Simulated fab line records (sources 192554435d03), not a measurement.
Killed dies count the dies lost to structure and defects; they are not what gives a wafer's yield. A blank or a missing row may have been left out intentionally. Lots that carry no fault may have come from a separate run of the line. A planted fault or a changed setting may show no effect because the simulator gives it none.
A lot that was struck, set against a sound lot :: flow n5-finfet :: 16 steps out of a route of 1938
Sound: wafers L114.2, L114.3, L114.6. Struck: wafer L130.2. (L130.1, L130.3 of the same lot were not struck and are left out.) The cause comes at the end.
For every step that has rows: the tool of each side, followed by ch and its chambers, followed by its first start. Under that, the readings that differ: sound wafers :: struck wafers :: difference of the means :: sigmas: that difference in standard deviations of wafers without a fault.
alike: a reading whose means differ by less than 2 such deviations, as well as words and numbers matching on both sides. not compared: withheld readings; readings where some wafer has no value; bounds like >300 that might hide an equal value; numbers whose values overlap and for which the record gives no deviation.
The two part at a step that has a row with sigmas, a row that says differs or no value, or rows on one side only. When numbers do not overlap yet have no deviation, they are printed without sigmas and do not part them. Lack of a reading on every wafer of one side parts them only where that side has two or more wafers.

N5_HKMG_FIN_CD_MEAS_12: the cd target is 92.8 nm.
  sound on cd-sem-03 ch 0, day 5 11:20; struck on cd-sem-03 ch 0, day 9 09:51
  alike: cd-nm
N5_HKMG_FIN_OVL_MEAS_13:
  sound on overlay-02 ch 0, day 5 11:22; struck on overlay-02 ch 0, day 9 09:53
  alike: NWFM_OVL
N5_HKMG_FIN_INSPECT_14: inspects for defects (macro).
  sound on defect-inspect-02, day 5 11:23; struck on defect-inspect-01, day 9 09:54
reading: raw-defect-count
sound: 2 0 4
struck: 5
difference: +3
sigmas: +2
then, 2 steps without rows for these wafers: N5_HKMG_FIN_DESCUM_17 (chemistry O2, time 7.9 s); N5_HKMG_FIN_ETCH_31 (etches SiARC in CF4, target depth 45.5 nm, time 75.8 s).
N5_HKMG_FIN_ETCH_32: etches SOC in N2/H2, target depth 240 nm, time 300 s.
  sound on rie-diel-05 ch 1,3, day 5 11:31; struck on rie-diel-06 ch 2, day 9 10:02
reading: throttle-valve-pct (%)
sound: 18.00 17.97 17.97
struck: 17.59
difference: -0.39
sigmas: -2
  alike: drypump-motor-current-A, oes-product-au, rf-vpp-V, showerhead-plenum-p-Torr
  not compared: rf-hours-counter-h
then, 1 step without rows for these wafers: N5_HKMG_FIN_STRIP_33 (strips in N2/H2).
N5_HKMG_FIN_STRIP_34: strips in CF4.
  sound on rie-diel-05 ch 1,3, day 5 11:42; struck on rie-diel-06 ch 2, day 9 10:13
  alike: drypump-motor-current-A, oes-product-au, rf-vpp-V, showerhead-plenum-p-Torr, throttle-valve-pct
  not compared: rf-hours-counter-h
N5_HKMG_FIN_ETCH_35: etches SOC in N2/H2, target depth 215.8 nm, time 243.4 s.
  sound on rie-diel-05 ch 1,3, day 5 11:43; struck on rie-diel-06 ch 2, day 9 10:14
reading: throttle-valve-pct (%)
sound: 18.02 17.97 17.97
struck: 17.61
difference: -0.38
sigmas: -2
  alike: drypump-motor-current-A, oes-product-au, rf-vpp-V, showerhead-plenum-p-Torr
  not compared: rf-hours-counter-h
N5_HKMG_FIN_STRIP_92: strips SOC in N2/H2, time 20 s.
  sound on rie-diel-05 ch 1,3, day 5 11:52; struck on rie-diel-06 ch 2, day 9 10:23
reading: throttle-valve-pct (%)
sound: 19.22 19.32 19.31
struck: 18.76
difference: -0.52
sigmas: -2
  alike: drypump-motor-current-A, oes-product-au, rf-vpp-V, showerhead-plenum-p-Torr
  not compared: rf-hours-counter-h
then, 1 step without rows for these wafers: N5_HKMG_FIN_WET_ETCH_18 (etches TiN in SC1, time 55 s, target depth 5.2 nm, rinse time 30 s).
N5_HKMG_FIN_STRIP_19: strips in N2/H2, time 360 s.
  sound on plasma-asher-02 ch 0,1, day 5 12:01; struck on plasma-asher-01 ch 1, day 9 10:32
reading: drypump-motor-current-A (A)
sound: 5.4 5.1 5.4
struck: 6.3
difference: +1.0
sigmas: +2
  alike: heater-power-w
  not compared: rf-hours-counter-h
N5_HKMG_FIN_ALD_91: deposits TiN, target thk 1 nm, pulse time 1 s, purge time 3 s.
  sound on ald-metal-03 ch 0,1,3, day 5 12:24; struck on ald-metal-04 ch 0, day 9 10:55
reading: co-reactant-pulse-time-s (s)
sound: 2 2 2
struck: 2.4313
difference: +0.4313
sigmas: 
  alike: heater-power-w, precursor-pulse-height-rel
then, 1 step without rows for these wafers: N5_HKMG_FIN_COAT_85 (time 60 s, resist thk 300 nm).
-- here the record skips 4 days between the struck wafers' starts before and after, leaving off in module HKMG_FIN and picking up in module BEOL_M4 (first step shown: number 1111 of the route) --
N5_BEOL_M4_RC_MEAS_101:
  sound on prober-01 ch 0, day 9 03:05; struck on prober-01 ch 0, day 13 09:05
reading: DIBL_N (mV/V)
sound: 33.8 33.8 34.6
struck: 39.6
difference: +5.5
sigmas: +3

reading: DIBL_P (mV/V)
sound: 33.6 33.8 33.9
struck: 40.7
difference: +6.9
sigmas: +3

reading: IOFF_N (nA/um)
sound: 0.12 0.13 0.13
struck: 0.23
difference: +0.10
sigmas: +3

reading: IOFF_P (nA/um)
sound: 0.17 0.18 0.17
struck: 0.29
difference: +0.12
sigmas: +3

reading: ION_N (uA/um)
sound: 663 676 670
struck: 694
difference: +24
sigmas: +2

reading: SS_N (mV/dec)
sound: 70.6 70.0 70.1
struck: 72.8
difference: +2.6
sigmas: +4

reading: SS_P (mV/dec)
sound: 72.7 73.0 73.0
struck: 74.5
difference: +1.6
sigmas: +2

reading: VT_N (mV)
sound: 254 251 255
struck: 243
difference: -10
sigmas: -3

reading: VT_P (mV)
sound: -252.6 -252.3 -252.6
struck: -244.4
difference: +8.1
sigmas: +3
  alike: ION_P
-- here the record skips 5 days between the struck wafers' starts before and after, leaving off in module BEOL_M4 and picking up in module PASSIVATION (first step shown: number 1936 of the route) --
N5_PASSIVATION_PROBE_49:
  sound on prober-02, day 14 04:13; struck on prober-02, day 18 03:15
reading: killed-at-front-end
sound: 73 51 55
struck: 37
difference: -23
sigmas: -2

reading: killed-on-rim
sound: 17 10 21
struck: 7
difference: -9
sigmas: -2
  alike: defect-limited-yield, killed_at_M0_to_M3, killed_at_M4_up, killed-at-contacts, killed-at-other, killed-dies, killed-open, killed-short, sort_bin_5_function, sort_bin_6_memory, sort-n-pass, sort-yield-pct

== WHERE THEY PART ==
Earliest at N5_HKMG_FIN_INSPECT_14; latest, in this record, at N5_PASSIVATION_PROBE_49.

WHY: what the simulator had put in
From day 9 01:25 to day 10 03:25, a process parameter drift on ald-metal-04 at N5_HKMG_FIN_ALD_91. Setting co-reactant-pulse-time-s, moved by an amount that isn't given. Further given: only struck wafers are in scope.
